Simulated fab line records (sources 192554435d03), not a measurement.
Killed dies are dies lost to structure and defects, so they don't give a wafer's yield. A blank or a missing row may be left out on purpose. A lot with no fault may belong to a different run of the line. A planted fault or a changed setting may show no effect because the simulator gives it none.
fab line records | flow n5Finfet
record lots=10 | wafers=30 | lastDay=17
route steps=1938 shown BEOL_M14@1756
lots that met no fault: taken from a fault-free run of the same line
startH: start of the lot's first displayed wafer, in hours after the record's first day | waitH: how many hours have passed since the lot's step before this one | " same as the row above | L1.1+2: several wafers, shown together as one row | - no value, or no start given | * or withheld: withheld | < > ~ a bound
route shown NAME@n: NAME is a module with steps in the file, n the number in the route of the first one | usual: mean and standard deviation over wafers with no fault | same: alike in all rows | chamber/n: place in a boat | sites: the reading at each site | _std_site: standard deviation across them | _edge_site: inner sites' mean taken away from outer sites' mean | radiusMm: for every site, how far away it sits from the centre of the wafer | mask NAME#n: copy n | behind: the last tool/chamber to shape the wafer | hold: the reason the lot was held/the length of the hold in hours/how it ended | device: the n, p or np transistor that did not switch | end of line: the route-end tests of the same wafers | a step given without rows: its recipe and nothing more | killed: not the wafer's yield, but the dies lost to structure and defects at the first sort | map: shows each die of a wafer: x if killed, . if not, _ if none is there
set.NAME: the setting as run; set.NAME@STEP: as run at that earlier step | model.NAME: the simulator's own value behind a step, which no gauge read
the route's steps for a sample of lots (tables are steps, rows are wafers)
services: the hour from which a tool's chamber was out of use, counted from the record's first day as startH (under 0 if before that day), plus the number of hours and why
## steps
# step N5_BEOL_M14_STRIP_37
# recipe chemistry=O2 | powerW=600 | tempC=60 | pressureMtorr=30 | rfFrequencyHz=6e+07 | biasPowerW=0 | overashFraction=0.3 | o2FlowSccm=225
# usual drypumpMotorCurrentA=5.56/0.29 | oesProductAu=0.81/0.081 | rfVppV=3.7/0.98 | showerheadPlenumPTorr=2.07/0.069 | throttleValvePct=16.62/0.27
lot.wafer | tool       | chamber | startH | waitH | drypumpMotorCurrentA | oesProductAu | rfHoursCounterH | rfVppV | showerheadPlenumPTorr | throttleValvePct
L803.1    | rieDiel-03 | 3       | 258.94 | 0.2   | 5.94                 | 0.71         | 197             | 2.9    | 2.04                  | 16.53
L803.3    | "          | 2       | "      | "     | 5.71                 | 0.85         | 75              | 2.8    | 2.11                  | 16.47
L803.6    | "          | 1       | "      | "     | 5.22                 | 0.77         | -               | 3.3    | 2.04                  | 16.75
L805.3    | rieDiel-02 | 3       | 266.09 | 0.1   | 5.74                 | 0.88         | 43              | 5.5    | 2.05                  | 16.55
L805.4    | "          | 0       | "      | "     | 5.71                 | 0.68         | 242             | 4.7    | 1.95                  | 16.79
L805.5    | "          | 0       | "      | "     | 5.69                 | 0.69         | -               | 4.8    | 1.95                  | 16.84
L806.2    | rieDiel-06 | 1       | 274.22 | 0.0   | 5.39                 | 0.84         | 66              | 1.9    | 2.13                  | 16.55
L806.4    | "          | 2       | "      | "     | 5.50                 | 0.81         | 102             | 2.8    | 2.10                  | 16.55
L806.6    | "          | 1       | "      | "     | 5.41                 | 0.84         | -               | 3.5    | 2.13                  | 16.60
L807.2    | rieDiel-03 | 0       | 282.79 | 0.1   | 5.11                 | 0.91         | 18              | 3.7    | 2.15                  | 16.27
L807.3    | "          | 3       | "      | "     | 5.97                 | 0.73         | 206             | 3.8    | 2.04                  | 16.49
L807.4    | "          | 2       | "      | "     | 5.70                 | 0.86         | 83              | 1.8    | 2.11                  | 16.48
L808.2    | rieDiel-03 | 1       | 294.22 | 0.0   | 5.21                 | 0.75         | 159             | 2.6    | 2.03                  | 16.79
L808.3    | "          | 2       | "      | "     | 5.72                 | 0.84         | 86              | 3.9    | 2.11                  | 16.50
L808.6    | "          | 2       | "      | "     | 5.71                 | 0.85         | -               | 3.7    | 2.11                  | 16.46
L811.2    | rieDiel-03 | 0       | 303.99 | 0.3   | 5.07                 | 0.88         | 25              | 4.1    | 2.15                  | 16.24
L811.3    | "          | 1       | "      | "     | 5.26                 | 0.76         | 163             | 4.6    | 2.03                  | 16.81
L811.6    | "          | 2       | "      | "     | 5.70                 | 0.83         | -               | 5.0    | 2.11                  | 16.47
L809.1    | rieDiel-02 | 1       | 307.31 | 0.1   | 5.26                 | 0.71         | 176             | 3.4    | 2.00                  | 17.16
L809.4    | "          | 2       | "      | "     | 5.67                 | 0.92         | -               | 3.4    | 2.04                  | 16.37
L809.5    | "          | 3       | "      | "     | 5.77                 | 0.84         | -               | 4.0    | 2.04                  | 16.63
L820.2    | rieDiel-02 | 1       | 359.15 | 1.6   | 5.20                 | 0.70         | 197             | 3.6    | 1.99                  | 17.21
L820.4    | "          | 3       | "      | "     | 5.74                 | 0.82         | 81              | 2.7    | 2.04                  | 16.66
L820.6    | "          | 0       | "      | "     | 5.68                 | 0.94         | -               | 5.0    | 2.21                  | 16.32
L822.1    | rieDiel-06 | 0       | 381.99 | 1.4   | 6.00                 | 0.77         | 109             | 3.4    | 2.02                  | 16.56
L822.5    | "          | 3       | "      | "     | 5.93                 | 0.85         | -               | 3.8    | 2.23                  | 16.54
L822.6    | "          | 2       | "      | "     | 5.55                 | 0.78         | -               | 4.2    | 2.09                  | 16.61
L823.2    | rieDiel-06 | 2       | 382.60 | 1.6   | 5.55                 | 0.78         | 144             | 3.7    | 2.09                  | 16.64
L823.5    | "          | 0       | "      | "     | 6.03                 | 0.77         | -               | 4.2    | 2.02                  | 16.53
L823.6    | "          | 3       | "      | "     | 5.93                 | 0.85         | -               | 3.6    | 2.23                  | 16.54
# step N5_BEOL_M14_ETCH_38
# recipe chemistry=CF4/N2 | target=SiCN | targetDepthA=1065 | taperDeg=2 | timeS=120.6 | ionEnergyEv=150 | maskMaterial=SiO2 | pressureMtorr=40 | sourceW=430 | biasW=70 | Ar_flow_sccm=100 | cf4FlowSccm=60 | n2FlowSccm=60
# usual drypumpMotorCurrentA=5.56/0.29 | oesProductAu=0.81/0.086 | rfVppV=381.8/2 | showerheadPlenumPTorr=2.19/0.074 | throttleValvePct=15.41/0.27
lot.wafer | tool       | chamber | startH | waitH | drypumpMotorCurrentA | oesProductAu | rfHoursCounterH | rfVppV | showerheadPlenumPTorr | throttleValvePct
L803.1    | rieDiel-03 | 3       | -      | -     | 5.90                 | 0.70         | 197             | 381.8  | 2.17                  | 15.41
L803.3    | "          | 2       | "      | "     | 5.71                 | 0.82         | 75              | 383.1  | 2.23                  | 15.27
L803.6    | "          | 1       | "      | "     | 5.24                 | 0.76         | -               | 381.7  | 2.11                  | 15.35
L805.3    | rieDiel-02 | 3       | -      | -     | 5.75                 | 0.88         | 43              | 380.9  | 2.16                  | 15.33
L805.4    | "          | 0       | "      | "     | 5.70                 | 0.69         | 243             | 378.9  | 2.09                  | 15.76
L805.5    | "          | 0       | "      | "     | 5.67                 | 0.68         | -               | 378.2  | 2.09                  | 15.78
L806.2    | rieDiel-06 | 1       | -      | -     | 5.41                 | 0.85         | 66              | 382.5  | 2.24                  | 15.35
L806.4    | "          | 2       | "      | "     | 5.52                 | 0.84         | 102             | 383.8  | 2.23                  | 15.38
L806.6    | "          | 1       | "      | "     | 5.41                 | 0.86         | -               | 383.6  | 2.24                  | 15.36
L807.2    | rieDiel-03 | 0       | -      | -     | 5.09                 | 0.93         | 18              | 383.1  | 2.26                  | 15.01
L807.3    | "          | 3       | "      | "     | 5.92                 | 0.69         | 206             | 380.4  | 2.17                  | 15.43
L807.4    | "          | 2       | "      | "     | 5.71                 | 0.83         | 83              | 384.1  | 2.23                  | 15.29
L808.2    | rieDiel-03 | 1       | -      | -     | 5.23                 | 0.76         | 159             | 379.2  | 2.10                  | 15.36
L808.3    | "          | 2       | "      | "     | 5.74                 | 0.82         | 86              | 382.4  | 2.23                  | 15.31
L808.6    | "          | 2       | "      | "     | 5.73                 | 0.82         | -               | 382.7  | 2.23                  | 15.30
L811.2    | rieDiel-03 | 0       | -      | -     | 5.09                 | 0.90         | 25              | 383.8  | 2.26                  | 15.01
L811.3    | "          | 1       | "      | "     | 5.21                 | 0.76         | 163             | 378.3  | 2.10                  | 15.38
L811.6    | "          | 2       | "      | "     | 5.70                 | 0.81         | -               | 382.5  | 2.23                  | 15.31
L809.1    | rieDiel-02 | 1       | -      | -     | 5.21                 | 0.71         | 176             | 379.1  | 2.13                  | 15.99
L809.4    | "          | 2       | "      | "     | 5.69                 | 0.95         | -               | 379.3  | 2.15                  | 15.20
L809.5    | "          | 3       | "      | "     | 5.78                 | 0.85         | -               | 380.8  | 2.16                  | 15.35
L820.2    | rieDiel-02 | 1       | -      | -     | 5.20                 | 0.69         | 197             | 379.4  | 2.12                  | 16.05
L820.4    | "          | 3       | "      | "     | 5.75                 | 0.83         | 81              | 380.0  | 2.15                  | 15.41
L820.6    | "          | 0       | "      | "     | 5.69                 | 0.94         | -               | 386.9  | 2.35                  | 15.25
L822.1    | rieDiel-06 | 0       | -      | -     | 6.03                 | 0.78         | 109             | 379.8  | 2.12                  | 15.30
L822.5    | "          | 3       | "      | "     | 5.91                 | 0.88         | -               | 385.1  | 2.34                  | 15.26
L822.6    | "          | 2       | "      | "     | 5.53                 | 0.80         | -               | 381.5  | 2.21                  | 15.46
L823.2    | rieDiel-06 | 2       | -      | -     | 5.53                 | 0.79         | 144             | 382.3  | 2.21                  | 15.48
L823.5    | "          | 0       | "      | "     | 6.05                 | 0.77         | -               | 380.5  | 2.12                  | 15.28
L823.6    | "          | 3       | "      | "     | 5.94                 | 0.88         | -               | 384.9  | 2.34                  | 15.30
# step N5_BEOL_M14_SPUTTER_43
# recipe material=TaN | targetThkA=150 | tempC=50 | biasV=168.6 | powerW=15000 | chamberPressurePa=0.12 | timeS=24.19
# usual throttleValvePct=29.8/0.74
lot.wafer | tool          | chamber | startH | waitH | throttleValvePct
L803.1    | pvdSputter-01 | -       | 259.47 | 0.0   | 29.6
L803.3    | "             | -       | "      | "     | 29.6
L803.6    | "             | -       | "      | "     | 28.7
L805.3    | pvdSputter-02 | -       | 268.13 | 0.0   | 30.4
L805.4    | "             | -       | "      | "     | 28.5
L805.5    | "             | -       | "      | "     | 29.9
L806.2    | pvdSputter-02 | -       | 275.15 | 0.0   | 30.4
L806.4    | "             | -       | "      | "     | 29.9
L806.6    | "             | -       | "      | "     | 30.3
L807.2    | pvdSputter-02 | -       | 283.44 | 0.0   | 30.3
L807.3    | "             | -       | "      | "     | 28.5
L807.4    | "             | -       | "      | "     | 29.3
L808.2    | pvdSputter-02 | -       | 294.95 | 0.0   | 30.5
L808.3    | "             | -       | "      | "     | 29.9
L808.6    | "             | -       | "      | "     | 29.2
L811.2    | pvdSputter-02 | -       | 304.88 | 0.0   | 29.7
L811.3    | "             | -       | "      | "     | 30.6
L811.6    | "             | -       | "      | "     | 30.6
L809.1    | pvdSputter-02 | -       | 307.84 | 0.0   | 29.4
L809.4    | "             | -       | "      | "     | 28.8
L809.5    | "             | -       | "      | "     | 29.5
L820.2    | pvdSputter-03 | -       | 359.65 | 0.0   | 30.3
L820.4    | "             | -       | "      | "     | 31.1
L820.6    | "             | -       | "      | "     | 30.8
L822.1    | pvdSputter-03 | -       | 382.50 | 0.0   | 30.2
L822.5    | "             | -       | "      | "     | 31.2
L822.6    | "             | -       | "      | "     | 30.1
L823.2    | pvdSputter-03 | -       | 383.42 | 0.0   | 31.0
L823.5    | "             | -       | "      | "     | 29.6
L823.6    | "             | -       | "      | "     | 30.3
# step N5_BEOL_M14_CMP_49
# recipe stopOn=SiO2 | tOverpolishS=5.2 | downForcePsi=2 | platenRpm=80 | clearingPlatenDownForcePsi=2 | clearingPlatenRpm=80 | postCmpClean=cuAlkaline | targetThkNm=560 | clearingPlatenPadVelocityMS=1.5917 | padVelocityMS=1.5917
# usual barrierFieldEndpointS=11.3/0.42 | motorCurrentA=8.2/0.8
lot.wafer | tool   | chamber | startH | waitH | barrierFieldEndpointS | motorCurrentA
L803.1    | cmp-03 | 1       | 260.34 | 0.3   | 10.6                  | 7.0
L803.3    | "      | 2       | "      | "     | 10.8                  | 8.0
L803.6    | "      | 1       | "      | "     | 11.1                  | 7.0
L805.3    | cmp-03 | 0       | 268.90 | 0.2   | 11.5                  | 7.1
L805.4    | "      | 1       | "      | "     | 10.7                  | 7.2
L805.5    | "      | 1       | "      | "     | 11.1                  | 7.1
L806.2    | cmp-02 | 1       | 275.91 | 0.2   | 11.5                  | 8.3
L806.4    | "      | 0       | "      | "     | 11.8                  | 7.5
L806.6    | "      | 1       | "      | "     | 11.4                  | 8.2
L807.2    | cmp-03 | 1       | 284.77 | 0.2   | 11.1                  | 6.8
L807.3    | "      | 2       | "      | "     | 10.4                  | 7.4
L807.4    | "      | 0       | "      | "     | 10.8                  | 7.5
L808.3    | cmp-02 | 2       | 295.79 | 0.2   | 11.2                  | 7.3
L808.2    | "      | 3       | "      | "     | 12.0                  | 8.0
L808.6    | "      | 1       | "      | "     | 11.1                  | 8.0
L811.2    | cmp-03 | 2       | 305.68 | 0.2   | 10.7                  | 7.8
L811.3    | "      | 3       | "      | "     | 11.5                  | 9.6
L811.6    | "      | 1       | "      | "     | 11.4                  | 7.2
L809.4    | cmp-03 | 3       | 308.60 | 0.1   | 9.0                   | 9.3
L809.1    | "      | 1       | "      | "     | 10.9                  | 7.3
L809.5    | "      | 3       | "      | "     | 11.0                  | 9.2
L820.4    | cmp-03 | 2       | 360.45 | 0.2   | 10.8                  | 8.1
L820.2    | "      | 0       | "      | "     | 11.2                  | 7.7
L820.6    | "      | 1       | "      | "     | 11.4                  | 7.3
L822.1    | cmp-03 | 2       | 383.53 | 0.3   | 10.8                  | 7.9
L822.6    | "      | 0       | "      | "     | 11.0                  | 7.6
L822.5    | "      | 1       | "      | "     | 11.1                  | 7.2
L823.2    | cmp-03 | 2       | 384.53 | 0.3   | 10.4                  | 8.1
L823.5    | "      | 3       | "      | "     | 11.2                  | 9.5
L823.6    | "      | 0       | "      | "     | 11.0                  | 7.6
# step N5_BEOL_M14_THK_MEAS_50
# recipe thkMeasGauge=xrf | reads=Cu_of_BEOL_M14_ECD_47
# usual M14_THK=566/19
lot.wafer | tool         | chamber | startH | waitH | M14_THK[nm]
L803.1    | filmMetro-01 | -       | 260.59 | -     | 544
L803.3    | "            | -       | "      | "     | 588
L803.6    | "            | -       | "      | "     | 592
L805.3    | filmMetro-01 | -       | 269.19 | -     | 550
L805.4    | "            | -       | "      | "     | 562
L805.5    | "            | -       | "      | "     | 552
L806.2    | filmMetro-02 | -       | 276.21 | -     | 566
L806.4    | "            | -       | "      | "     | 558
L806.6    | "            | -       | "      | "     | 569
L807.2    | filmMetro-01 | -       | 285.06 | -     | 548
L807.3    | "            | -       | "      | "     | 547
L807.4    | "            | -       | "      | "     | 558
L808.2    | filmMetro-02 | -       | 296.01 | -     | 565
L808.3    | "            | -       | "      | "     | 533
L808.6    | "            | -       | "      | "     | 574
L811.2    | filmMetro-01 | -       | 305.94 | -     | 545
L811.3    | "            | -       | "      | "     | 595
L811.6    | "            | -       | "      | "     | 599
L809.1    | filmMetro-02 | -       | 308.90 | -     | 572
L809.4    | "            | -       | "      | "     | 534
L809.5    | "            | -       | "      | "     | 568
L820.2    | filmMetro-01 | -       | 360.71 | -     | 585
L820.4    | "            | -       | "      | "     | 541
L820.6    | "            | -       | "      | "     | 585
L822.1    | filmMetro-02 | -       | 383.75 | -     | 530
L822.5    | "            | -       | "      | "     | 537
L822.6    | "            | -       | "      | "     | 585
L823.2    | filmMetro-01 | -       | 384.71 | -     | 569
L823.5    | "            | -       | "      | "     | 570
L823.6    | "            | -       | "      | "     | 582
## services
tool          | chamber | startH | hours | kind
rieDiel-06    | 2       | 235.93 | 8.0   | repair
cmp-03        | -       | 241.11 | 14.1  | pm
cmp-02        | -       | 244.64 | 4.0   | pm
rieDiel-02    | 0       | 246.25 | 4.4   | repair
rieDiel-06    | 3       | 253.06 | 2.6   | repair
rieDiel-02    | 2       | 277.61 | -     | clean
rieDiel-02    | 2       | 277.61 | -     | consumableReplace:focusRing
rieDiel-02    | 2       | 277.61 | 20.2  | scheduledDown
rieDiel-02    | 2       | 277.61 | 20.2  | ventCycle
cmp-02        | -       | 277.85 | 2.9   | repair
rieDiel-06    | 3       | 286.58 | -     | clean
rieDiel-06    | 3       | 286.58 | -     | consumableReplace:focusRing
cmp-02        | -       | 290.07 | 2.5   | repair
rieDiel-03    | -       | 308.90 | 0.2   | repair
cmp-03        | -       | 316.07 | 4.0   | pm
cmp-03        | -       | 320.07 | -     | consumableReplace:conditioner
cmp-03        | -       | 320.07 | -     | consumableReplace:pad
cmp-02        | -       | 321.75 | 4.9   | repair
rieDiel-06    | 3       | 322.17 | 1.7   | repair
rieDiel-03    | 2       | 339.80 | 2.8   | repair
cmp-03        | -       | 353.00 | 1.2   | repair
pvdSputter-01 | -       | 366.77 | 2.1   | repair
pvdSputter-03 | -       | 381.22 | 0.7   | repair
rieDiel-02    | 0       | 382.58 | 4.9   | repair
## key
firstSign step=N5_BEOL_M14_CMP_49 | reading=barrierFieldEndpointS | direction=down | sigmas=5.6 | usual=11.3 | struck=9.0
effect none on later readings
metAt N5_BEOL_M14_SPUTTER_43
struckLots L809
struckWafers L809.4
notActingAt N5_BEOL_M14_STRIP_37,N5_BEOL_M14_ETCH_38,N5_BEOL_M14_THK_MEAS_50
onsetBetween 283.44 307.84
fault kind=processParameterDrift | tool=pvdSputter-02 | chamber=- | onsetH=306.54 | steps=N5_BEOL_M14_SPUTTER_43 | channel=timeS | offset=* | shape=step | endH=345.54 | actsIn=* | stated=* | scope=struckWafersOnly
